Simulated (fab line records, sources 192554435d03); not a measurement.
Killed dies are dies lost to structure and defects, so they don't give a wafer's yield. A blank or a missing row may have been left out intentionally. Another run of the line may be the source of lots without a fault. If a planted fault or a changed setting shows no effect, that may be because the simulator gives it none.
fab line records	flow n5Finfet
record lots=7	wafers=39
route steps=1938 shown DUMMY_GATE@228 SD_EPI_P@307 MOL_CONTACT_COAG@532
startH: the number of hours between the record's first day and the start of the first shown wafer of the lot	waitH: hours from the lot's prior step to this one	" same as the row above	L1.1+2: a single row standing in for several wafers	- no value, or no start was given	* or withheld: withheld	< > ~ a bound
route shown NAME@n: a module of which the file shows steps, and the number in the route of the first	usual: mean/standard deviation taken from wafers without a fault	same: alike in all rows	chamber/n: place in a boat	sites: the reading at each site	_std_site: their standard deviation	_edge_site: mean of outer sites minus mean of inner sites	radiusMm: for every site, how far away it sits from the centre of the wafer	mask NAME#n: copy n	behind: tool/chamber where the wafer was last shaped	hold: cause of the lot's hold/its duration in hours/its outcome	device: transistor that didn't switch, given as n, p or np	end of line: the same wafers' tests at the end of the route	where a step has no rows: the recipe by itself	killed: dies that structure and defects cost at the first sort, which is not the same as the wafer's yield	map: dies across one wafer; x = killed, . = not, _ = none there
set.NAME: the setting the step ran with; set.NAME@STEP: the setting that earlier step ran with	model.NAME: the simulator's own value behind a step, which no gauge read
lots whose settings were changed on purpose; a table a step, a row a wafer
## steps
# step N5_DUMMY_GATE_EXPOSE_12
# recipe maskId=GATE	na=0.33	sourceShape=annular	sigmaInner=0.2	sigmaOuter=0.6	polarization=unpolarized	targetCdNm=25	doseMj=34
lot.wafer	tool	chamber	startH	waitH	mask	set.doseMj
L079.1+4+5	euvScanner-01	0	74.06	-	GATE#0	34
L085.1+4+6	euvScanner-01	0	116.11	-	GATE#0	34
L085.2+3+5	"	0	"	"	GATE#0	36
L086.1+3+4	euvScanner-02	0	120.00	-	GATE#0	31.77
L086.2+5+6	"	0	"	"	GATE#0	34
L092.1+3+4	euvScanner-02	0	154.92	-	GATE#0	34
L092.2+5+6	"	0	"	"	GATE#0	32.08
L094.1+2+5	euvScanner-01	0	166.07	-	GATE#0	34
L094.3+4+6	"	0	"	"	GATE#0	35.94
L096.1+4+6	euvScanner-01	0	178.33	-	GATE#0	34
L096.2+3+5	"	0	"	"	GATE#0	32.39
L097.1+3+4	euvScanner-01	0	182.99	-	GATE#0	34
L097.2+5+6	"	0	"	"	GATE#0	33.18
# step N5_DUMMY_GATE_PEB_13
# recipe pebTempC=100	pebTimeS=60	resist=CAR-EUV
# step N5_DUMMY_GATE_DEVELOP_14
# recipe developTimeS=30	developer=TMAH	resist=CAR-EUV	rinseLiquid=surfactantRinse	dry=airSpin	devTempC=23
# step N5_DUMMY_GATE_CD_MEAS_15
# recipe targetCdNm=25.8	landingEnergyEv=500	detector=seInlens
# usual cdNm=24.95/0.25
lot.wafer	tool	chamber	startH	waitH	set.doseMj@DUMMY_GATE_EXPOSE_12	cdNm
L079.1	cdSem-01	0	74.19	-	34	25.00
L079.4	"	0	"	"	34	24.67
L079.5	"	0	"	"	34	24.60
L085.1	cdSem-01	0	116.24	-	34	25.14
L085.2	"	0	"	"	36	23.65
L085.3	"	0	"	"	36	23.60
L085.4	"	0	"	"	34	24.35
L085.5	"	0	"	"	36	23.91
L085.6	"	0	"	"	34	25.06
L086.1	cdSem-03	0	120.13	-	31.77	26.12
L086.2	"	0	"	"	34	24.92
L086.3	"	0	"	"	31.77	26.08
L086.4	"	0	"	"	31.77	26.32
L086.5	"	0	"	"	34	24.86
L086.6	"	0	"	"	34	24.72
L092.1	cdSem-01	0	155.04	-	34	25.00
L092.2	"	0	"	"	32.08	26.33
L092.3	"	0	"	"	34	25.05
L092.4	"	0	"	"	34	24.85
L092.5	"	0	"	"	32.08	26.29
L092.6	"	0	"	"	32.08	26.20
L094.1	cdSem-01	0	166.20	-	34	24.85
L094.2	"	0	"	"	34	24.87
L094.3	"	0	"	"	35.94	23.82
L094.4	"	0	"	"	35.94	24.32
L094.5	"	0	"	"	34	25.04
L094.6	"	0	"	"	35.94	24.34
L096.1	cdSem-03	0	178.45	-	34	25.01
L096.2	"	0	"	"	32.39	25.86
L096.3	"	0	"	"	32.39	25.49
L096.4	"	0	"	"	34	24.63
L096.5	"	0	"	"	32.39	25.81
L096.6	"	0	"	"	34	24.59
L097.1	cdSem-03	0	183.11	-	34	24.87
L097.2	"	0	"	"	33.18	25.12
L097.3	"	0	"	"	34	24.75
L097.4	"	0	"	"	34	25.14
L097.5	"	0	"	"	33.18	25.31
L097.6	"	0	"	"	33.18	25.24
# step N5_DUMMY_GATE_STRIP_38
# recipe chemistry=N2/H2	tempC=40	n2FlowSccm=200	h2FlowSccm=200	rfFrequencyHz=6e+07
# step N5_DUMMY_GATE_STRIP_39
# recipe chemistry=N2/H2	tempC=40	n2FlowSccm=200	h2FlowSccm=200	rfFrequencyHz=6e+07
# step N5_DUMMY_GATE_TRIM_49
# recipe chemistry=O2	resist=SOC	timeS=29	targetCdNm=14	sourcePowerW=300	biasPowerW=0	O2_flow_sccm=100	tempC=20
lot.wafer	tool	chamber	startH	waitH	set.doseMj@DUMMY_GATE_EXPOSE_12	model.DUMMY_GATE.cdNm
L079.1	rieSi-06	0	74.55	0.0	34	14.2
L079.4	"	1	"	"	34	14
L079.5	"	3	"	"	34	14.4
L085.1	rieSi-04	1	116.60	0.0	34	13.8
L085.2+3	"	3,0	"	"	36	13
L085.4	"	2	"	"	34	14.2
L085.5	"	2	"	"	36	13.2
L085.6	"	3	"	"	34	14
L086.1	rieSi-05	0	120.49	0.0	31.77	15.4
L086.2	"	2	"	"	34	14
L086.3+4	"	3,1	"	"	31.77	14.8
L086.5	"	3	"	"	34	13.4
L086.6	"	2	"	"	34	14.2
L092.1+3	rieSi-05	2,0	155.40	0.0	34	14
L092.2	"	1	"	"	32.08	14.6
L092.4	"	3	"	"	34	13.2
L092.5	"	2	"	"	32.08	15
L092.6	"	1	"	"	32.08	14.8
L094.1	rieSi-04	3	166.56	0.0	34	14.4
L094.2+5	"	2,0	"	"	34	14.2
L094.3	"	0	"	"	35.94	13
L094.4+6	"	2,3	"	"	35.94	13.2
L096.1	rieSi-04	2	178.81	0.0	34	13.8
L096.2	"	0	"	"	32.39	15
L096.3	"	3	"	"	32.39	14.4
L096.4	"	1	"	"	34	13.4
L096.5	"	0	"	"	32.39	14.8
L096.6	"	1	"	"	34	13.6
L097.1	rieSi-06	2	183.49	0.0	34	14.4
L097.2	"	1	"	"	33.18	15
L097.3+4	"	3,0	"	"	34	14.2
L097.5	"	0	"	"	33.18	14.6
L097.6	"	1	"	"	33.18	14.4
# step N5_DUMMY_GATE_ETCH_31
# recipe chemistry=C4F6/O2	target=SiO2	maskMaterial=SOC	targetDepthA=825	timeS=27.5	ionEnergyEv=250	pressureMtorr=30	sourceW=345	biasW=185	Ar_flow_sccm=300	C4F6_flow_sccm=10	O2_flow_sccm=10
lot.wafer	tool	chamber	startH	waitH	set.targetDepthA	model.etch.depthNm
L079.1	rieDiel-05	0	74.79	0.1	825	83.11
L079.4	"	1	"	"	825	80.2
L079.5	"	2	"	"	825	81.41
L085.1+5	rieDiel-02	0,3	116.80	0.1	825	82.55
L085.2	"	3	"	"	825	82.03
L085.3	"	1	"	"	825	82.54
L085.4	"	2	"	"	825	83.78
L085.6	"	2	"	"	825	82.91
L086.1	rieDiel-04	3	120.69	0.0	899.9	89.93
L086.2	"	0	"	"	825	82.82
L086.3	"	2	"	"	899.9	91.23
L086.4	"	1	"	"	825	82.97
L086.5	"	0	"	"	899.9	89.85
L086.6	"	3	"	"	825	82.55
L092.1	rieDiel-04	3	155.66	0.0	825	82.29
L092.2	"	1	"	"	825	82.16
L092.3	"	2	"	"	825	83.03
L092.4	"	0	"	"	825	82.53
L092.5	"	0	"	"	825	82.72
L092.6	"	3	"	"	825	82.18
L094.1	rieDiel-02	1	166.75	0.0	780.1	77.77
L094.2	"	0	"	"	780.1	77.48
L094.3	"	2	"	"	825	82.29
L094.4	"	3	"	"	780.1	76.77
L094.5	"	0	"	"	825	82.59
L094.6	"	3	"	"	825	82.03
L096.1	rieDiel-04	2	179.13	0.1	853.2	85.1
L096.2	"	3	"	"	825	81.49
L096.3	"	1	"	"	853.2	85.01
L096.4	"	0	"	"	825	81.72
L096.5	"	3	"	"	825	81.98
L096.6	"	0	"	"	853.2	84.07
L097.1	rieDiel-04	0	183.68	0.0	856.2	85.09
L097.2	"	3	"	"	856.2	85.01
L097.3	"	1	"	"	825	82.73
L097.4	"	0	"	"	856.2	85.22
L097.5	"	1	"	"	825	82.46
L097.6	"	3	"	"	825	81.43
# step N5_DUMMY_GATE_STRIP_41
# recipe chemistry=O2	powerW=400	tempC=40	pressureMtorr=30	rfFrequencyHz=6e+07	biasPowerW=0	overashFraction=0.3	o2FlowSccm=225
# step N5_DUMMY_GATE_HM_OPEN_21
# recipe chemistry=CH3F/O2	target=SiNx	targetDepthA=1200	Ar_flow_sccm=150	CH3F_flow_sccm=30	O2_flow_sccm=23	timeS=171.4	pressureMtorr=30	sourceW=395	biasW=73	ionEnergyEv=120.7
# step N5_DUMMY_GATE_ETCH_44
# recipe chemistry=HBr/O2	overEtchFrac=0.7	targetDepthA=1275	stopOn=SiO2	ionEnergyEv=60	biasW=20	target=poly-Si	maskMaterial=SiO2	pressureMtorr=20	icpW=400	HBr_flow_sccm=120	O2_flow_sccm=10
# step N5_DUMMY_GATE_ETCH_42
# recipe chemistry=CHF3/O2	target=SiO2	targetDepthA=35	timeS=31	ionEnergyEv=30	biasW=12	pressureMtorr=30	sourceW=600	Ar_flow_sccm=200	CHF3_flow_sccm=50	O2_flow_sccm=5
lot.wafer	tool	chamber	startH	waitH	set.doseMj@DUMMY_GATE_EXPOSE_12	model.DUMMY_GATE.cdNm
L079.1+4+5	rieDiel-05	3,1,3	75.28	0.0	34	15.2
L085.1	rieDiel-02	0	117.51	0.3	34	14.8
L085.2	"	3	"	"	36	14.4
L085.3	"	2	"	"	36	14
L085.4+6	"	1	"	"	34	15.2
L085.5	"	0	"	"	36	14.6
L086.1	rieDiel-05	0	121.27	0.1	31.77	16.4
L086.2+6	"	1	"	"	34	15
L086.3	"	3	"	"	31.77	15.4
L086.4	"	2	"	"	31.77	15.8
L086.5	"	2	"	"	34	14.6
L092.1	rieDiel-04	1	156.16	0.0	34	15
L092.2	"	2	"	"	32.08	15.8
L092.3	"	3	"	"	34	15.2
L092.4	"	0	"	"	34	14.6
L092.5	"	3	"	"	32.08	16.4
L092.6	"	2	"	"	32.08	16
L094.1	rieDiel-05	3	167.25	0.0	34	15.4
L094.2+5	"	2,1	"	"	34	15.6
L094.3	"	1	"	"	35.94	14.4
L094.4+6	"	0,2	"	"	35.94	14.8
L096.1	rieDiel-02	2	179.81	0.2	34	14.6
L096.2+5	"	1,3	"	"	32.39	15.8
L096.3	"	0	"	"	32.39	15.4
L096.4	"	3	"	"	34	14.4
L096.6	"	0	"	"	34	14.8
L097.1	rieDiel-04	0	184.18	0.0	34	15.8
L097.2	"	3	"	"	33.18	15.8
L097.3	"	1	"	"	34	15.2
L097.4	"	3	"	"	34	15.4
L097.5	"	1	"	"	33.18	15.4
L097.6	"	0	"	"	33.18	15.6
# step N5_SD_EPI_P_ETCH_36
# recipe chemistry=CF4	target=SiARC	targetDepthA=455	maskMaterial=CAR-ArF-block	timeS=75.8	ionEnergyEv=80	pressureMtorr=40	sourceW=545	biasW=36	Ar_flow_sccm=100	cf4FlowSccm=100	ends=cleared
# usual rfVppV=184.1/1
lot.wafer	tool	chamber	startH	waitH	set.biasW	rfVppV
L079.1	rieDiel-05	0	81.15	0.0	36	183.5
L079.4	"	2	"	"	36	185.9
L079.5	"	3	"	"	36	182.8
L085.1	rieDiel-04	2	124.14	0.0	38.95	195.9
L085.2	"	1	"	"	36	185.1
L085.3	"	3	"	"	38.95	192.7
L085.4	"	0	"	"	36	182.6
L085.5	"	3	"	"	36	183.6
L085.6	"	0	"	"	38.95	191.9
L086.1	rieDiel-04	1	127.88	0.0	40.35	199.0
L086.2	"	2	"	"	36	184.0
L086.3	"	3	"	"	40.35	197.1
L086.4	"	0	"	"	36	183.3
L086.5	"	0	"	"	36	183.1
L086.6	"	1	"	"	40.35	198.1
L092.1	rieDiel-02	0	164.07	0.0	36	184.0
L092.2	"	1	"	"	40.87	198.2
L092.3	"	2	"	"	36	184.3
L092.4	"	0	"	"	40.87	198.6
L092.5	"	1	"	"	40.87	199.7
L092.6	"	2	"	"	36	185.2
L094.1	rieDiel-04	3	173.18	0.0	31.43	168.2
L094.2	"	2	"	"	36	183.5
L094.3	"	1	"	"	31.43	170.5
L094.4	"	0	"	"	31.43	168.1
L094.5	"	1	"	"	36	185.1
L094.6	"	2	"	"	36	183.7
L096.1	rieDiel-05	1	186.42	0.0	36	184.5
L096.2	"	0	"	"	36	186.1
L096.3	"	3	"	"	31.83	169.1
L096.4	"	2	"	"	31.83	169.2
L096.5	"	1	"	"	31.83	171.0
L096.6	"	0	"	"	36	185.1
L097.1	rieDiel-02	3	194.07	0.0	36	183.9
L097.2	"	1	"	"	36	185.5
L097.3	"	2	"	"	36	185.4
L097.4	"	0	"	"	36	184.4
L097.5	"	1	"	"	36	183.3
L097.6	"	0	"	"	36	184.1
# step N5_SD_EPI_P_ETCH_37
# recipe chemistry=N2/H2	target=SOC	overetchA=1080	maskMaterial=SiARC	tempC=40	ionEnergyEv=100	sourceW=3000	biasW=133	pressureMtorr=20	timeS=486	n2FlowSccm=200	h2FlowSccm=200	ends=endPoint
# usual rfVppV=240.8/1.2
lot.wafer	tool	chamber	startH	waitH	set.sourceW	rfVppV	model.SiARC_of_SD_EPI_P_COAT_35.thkNm
L079.1	rieDiel-05	0	81.21	0.0	3000	242.1	19.6
L079.4	"	2	"	"	3000	242.1	20.2
L079.5	"	3	"	"	3000	240.1	19.6
L085.1	rieDiel-04	2	124.19	0.0	3000	240.7	19.6
L085.2	"	1	"	"	3000	241.4	19.8
L085.3	"	3	"	"	2790	246.4	20.4
L085.4	"	0	"	"	2790	245.3	20.8
L085.5	"	3	"	"	3000	239.4	19.6
L085.6	"	0	"	"	2790	245.8	20.6
L086.1	rieDiel-04	1	127.94	0.0	3000	241.4	20
L086.2	"	2	"	"	3000	240.2	19.6
L086.3	"	3	"	"	2815	245.6	20.2
L086.4	"	0	"	"	2815	244.3	20.4
L086.5	"	0	"	"	3000	239.7	19.8
L086.6	"	1	"	"	2815	247.6	20.6
L092.1	rieDiel-02	0	164.13	0.0	3521	228.9	17.8
L092.2	"	1	"	"	3521	227.2	17.4
L092.3	"	2	"	"	3000	242.1	19.6
L092.4	"	0	"	"	3521	226.7	17.6
L092.5	"	1	"	"	3000	239.7	19.4
L092.6	"	2	"	"	3000	241.8	19.4
L094.1	rieDiel-04	3	173.24	0.0	2815	244.6	20.4
L094.2	"	2	"	"	2815	246.2	20.4
L094.3	"	1	"	"	3000	240.3	20.2
L094.4	"	0	"	"	3000	239.6	20
L094.5	"	1	"	"	3000	242.9	20
L094.6	"	2	"	"	2815	245.5	20.4
L096.1	rieDiel-05	1	186.47	0.0	3168	239.6	19.6
L096.2	"	0	"	"	3000	241.3	19.4
L096.3	"	3	"	"	3000	240.9	19.6
L096.4	"	2	"	"	3168	236.9	19.4
L096.5	"	1	"	"	3168	236.1	19.6
L096.6	"	0	"	"	3000	242.7	19.2
L097.1	rieDiel-02	3	194.13	0.0	3000	239.7	20
L097.2	"	1	"	"	2549	253.0	21.4
L097.3	"	2	"	"	2549	255.4	21.6
L097.4	"	0	"	"	3000	240.4	20
L097.5	"	1	"	"	2549	254.8	21.6
L097.6	"	0	"	"	3000	239.3	20
# step N5_SD_EPI_P_STRIP_38
# recipe chemistry=N2/H2	tempC=40	n2FlowSccm=200	h2FlowSccm=200	rfFrequencyHz=6e+07
# step N5_SD_EPI_P_ETCHBACK_46
# recipe chemistry=CH3F/O2	mode=anisotropicEtchback	target=SiNx	targetDepthA=175	stopOn=SiO2	overEtchFrac=0.3	ionEnergyEv=120	pressureMtorr=30	sourceW=395	biasW=73	Ar_flow_sccm=150	CH3F_flow_sccm=30	O2_flow_sccm=20
lot.wafer	tool	chamber	startH	waitH	set.sourceW@SD_EPI_P_ETCH_37	model.SiARC_of_SD_EPI_P_COAT_35.thkNm
L079.1	rieDiel-05	0	81.53	0.0	3000	15
L079.4	"	2	"	"	3000	15.8
L079.5	"	3	"	"	3000	14.8
L085.1	rieDiel-04	2	124.52	0.0	3000	15.2
L085.2	"	1	"	"	3000	15.4
L085.3+6	"	3,0	"	"	2790	16
L085.4	"	0	"	"	2790	16.2
L085.5	"	3	"	"	3000	15
L086.1	rieDiel-04	1	128.26	0.0	3000	15.4
L086.2+5	"	2,0	"	"	3000	15.2
L086.3	"	3	"	"	2815	15.6
L086.4	"	0	"	"	2815	15.8
L086.6	"	1	"	"	2815	16
L092.1	rieDiel-02	0	164.45	0.0	3521	13.2
L092.2	"	1	"	"	3521	12.8
L092.3+6	"	2	"	"	3000	15
L092.4	"	0	"	"	3521	13
L092.5	"	1	"	"	3000	14.8
L094.1	rieDiel-04	3	173.56	0.0	2815	15.8
L094.2+6	"	2	"	"	2815	16
L094.3+4	"	1,0	"	"	3000	15.6
L094.5	"	1	"	"	3000	15.4
L096.1+5	rieDiel-05	1	186.80	0.0	3168	15.2
L096.2	"	0	"	"	3000	14.8
L096.3	"	3	"	"	3000	15
L096.4	"	2	"	"	3168	15
L096.6	"	0	"	"	3000	14.6
L097.1+4+6	rieDiel-02	3,0,0	194.45	0.0	3000	15.4
L097.2	"	1	"	"	2549	16.8
L097.3+5	"	2,1	"	"	2549	17
# step N5_MOL_CONTACT_COAG_ETCH_106
# recipe chemistry=N2/H2	target=SOC	targetDepthA=800	overetchA=160	maskMaterial=SiARC	tempC=40	timeS=120	ionEnergyEv=200	pressureMtorr=30	sourceW=840	biasW=150	n2FlowSccm=200	h2FlowSccm=200
# usual rfVppV=524.1/2.6
lot.wafer	tool	chamber	startH	waitH	set.sourceW	rfVppV
L079.1	rieDiel-01	0	115.49	0.0	840	521.9
L079.4	"	3	"	"	840	528.6
L079.5	"	3	"	"	840	528.1
L085.1	rieDiel-01	0	157.39	0.0	840	524.1
L085.2	"	3	"	"	840	528.7
L085.3	"	2	"	"	840	526.4
L085.4	"	3	"	"	840	528.7
L085.5	"	2	"	"	840	525.7
L085.6	"	0	"	"	840	524.0
L086.1	rieDiel-01	3	161.20	0.0	765.6	543.3
L086.2	"	2	"	"	765.6	543.8
L086.3	"	1	"	"	765.6	540.5
L086.4	"	0	"	"	840	523.2
L086.5	"	2	"	"	840	526.1
L086.6	"	1	"	"	840	522.5
L092.1	rieDiel-06	3	200.12	0.0	698	553.2
L092.2	"	2	"	"	840	520.7
L092.3	"	1	"	"	840	524.1
L092.4	"	1	"	"	840	525.4
L092.5	"	2	"	"	698	554.4
L092.6	"	3	"	"	698	554.9
L094.1	rieDiel-03	1	210.43	0.0	840	522.1
L094.2	"	0	"	"	785.7	537.3
L094.3	"	3	"	"	785.7	538.3
L094.4	"	2	"	"	840	520.1
L094.5	"	3	"	"	840	524.7
L094.6	"	2	"	"	785.7	530.2
L096.1	rieDiel-03	2	221.48	0.0	840	521.2
L096.2	"	3	"	"	840	526.1
L096.3	"	3	"	"	840	524.2
L096.4	"	2	"	"	840	518.9
L096.5	"	2	"	"	840	519.9
L096.6	"	3	"	"	840	524.2
L097.1	rieDiel-03	0	227.40	0.0	683.4	562.5
L097.2	"	3	"	"	683.4	561.6
L097.3	"	2	"	"	840	519.4
L097.4	"	2	"	"	840	518.2
L097.5	"	0	"	"	840	525.8
L097.6	"	3	"	"	683.4	563.1
# step N5_MOL_CONTACT_COAG_ANNEAL_112
# recipe tempC=400	timeS=1800	ambient=HPD2	pressureAtm=10
# usual wafer_temp_C_max=402.7/0.51
lot.wafer	tool	chamber	startH	waitH	set.tempC	wafer_temp_C_max
L079.1	hpAnneal-01	0	126.86	0.0	400	402.8
L079.4	"	0	"	"	400	402.3
L079.5	"	0	"	"	400	402.6
L085.1	hpAnneal-01	0	171.11	0.0	404.5	406.7
L085.2	"	0	"	"	404.5	407.3
L085.3	"	0	"	"	404.5	407.0
L085.4	"	0	"	"	404.5	406.6
L085.5	"	0	"	"	404.5	406.9
L085.6	"	0	"	"	404.5	407.2
L086.1	hpAnneal-01	0	174.37	0.0	393.5	395.6
L086.2	"	0	"	"	393.5	396.3
L086.3	"	0	"	"	393.5	395.7
L086.4	"	0	"	"	393.5	396.3
L086.5	"	0	"	"	393.5	396.5
L086.6	"	0	"	"	393.5	395.9
L092.1	hpAnneal-01	0	211.35	0.3	409.2	411.9
L092.2	"	0	"	"	409.2	411.5
L092.3	"	0	"	"	409.2	411.5
L092.4	"	0	"	"	409.2	411.5
L092.5	"	0	"	"	409.2	411.9
L092.6	"	0	"	"	409.2	412.1
L094.1	hpAnneal-01	0	225.53	0.0	410.6	413.3
L094.2	"	0	"	"	410.6	413.0
L094.3	"	0	"	"	410.6	413.8
L094.4	"	0	"	"	410.6	412.4
L094.5	"	0	"	"	410.6	413.0
L094.6	"	0	"	"	410.6	413.6
L096.1	hpAnneal-01	0	233.65	0.0	389.6	392.9
L096.2	"	0	"	"	389.6	392.3
L096.3	"	0	"	"	389.6	392.1
L096.4	"	0	"	"	389.6	392.1
L096.5	"	0	"	"	389.6	392.4
L096.6	"	0	"	"	389.6	392.1
L097.1	hpAnneal-01	0	241.62	0.0	411.5	413.4
L097.2	"	0	"	"	411.5	414.1
L097.3	"	0	"	"	411.5	414.6
L097.4	"	0	"	"	411.5	413.8
L097.5	"	0	"	"	411.5	413.5
L097.6	"	0	"	"	411.5	413.9
## key
split step=N5_DUMMY_GATE_EXPOSE_12	setting=doseMj	stated=34	by=wafer
response step=N5_DUMMY_GATE_CD_MEAS_15	reading=cdNm	change=-0.191	per=1%	r=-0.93
response step=N5_DUMMY_GATE_TRIM_49	reading=model.DUMMY_GATE.cdNm	change=-0.186	per=1%	r=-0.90
response step=N5_DUMMY_GATE_ETCH_42	reading=model.DUMMY_GATE.cdNm	change=-0.162	per=1%	r=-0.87
split step=N5_DUMMY_GATE_ETCH_31	setting=targetDepthA	stated=825	by=wafer
response step=N5_DUMMY_GATE_ETCH_31	reading=model.etch.depthNm	change=+0.846	per=1%	r=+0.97
split step=N5_SD_EPI_P_ETCH_36	setting=biasW	stated=36	by=wafer
response step=N5_SD_EPI_P_ETCH_36	reading=rfVppV	change=+1.19	per=1%	r=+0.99
split step=N5_SD_EPI_P_ETCH_37	setting=sourceW	stated=3000	by=wafer
response step=N5_SD_EPI_P_ETCH_37	reading=rfVppV	change=-0.842	per=1%	r=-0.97
response step=N5_SD_EPI_P_ETCH_37	reading=model.SiARC_of_SD_EPI_P_COAT_35.thkNm	change=-0.098	per=1%	r=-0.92
response step=N5_SD_EPI_P_ETCHBACK_46	reading=model.SiARC_of_SD_EPI_P_COAT_35.thkNm	change=-0.0973	per=1%	r=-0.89
split step=N5_MOL_CONTACT_COAG_ETCH_106	setting=sourceW	stated=840	by=wafer
response step=N5_MOL_CONTACT_COAG_ETCH_106	reading=rfVppV	change=-2.04	per=1%	r=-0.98
split step=N5_MOL_CONTACT_COAG_ANNEAL_112	setting=tempC	stated=400	by=lot
response step=N5_MOL_CONTACT_COAG_ANNEAL_112	reading=wafer_temp_C_max	change=*	per=1%	r=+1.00
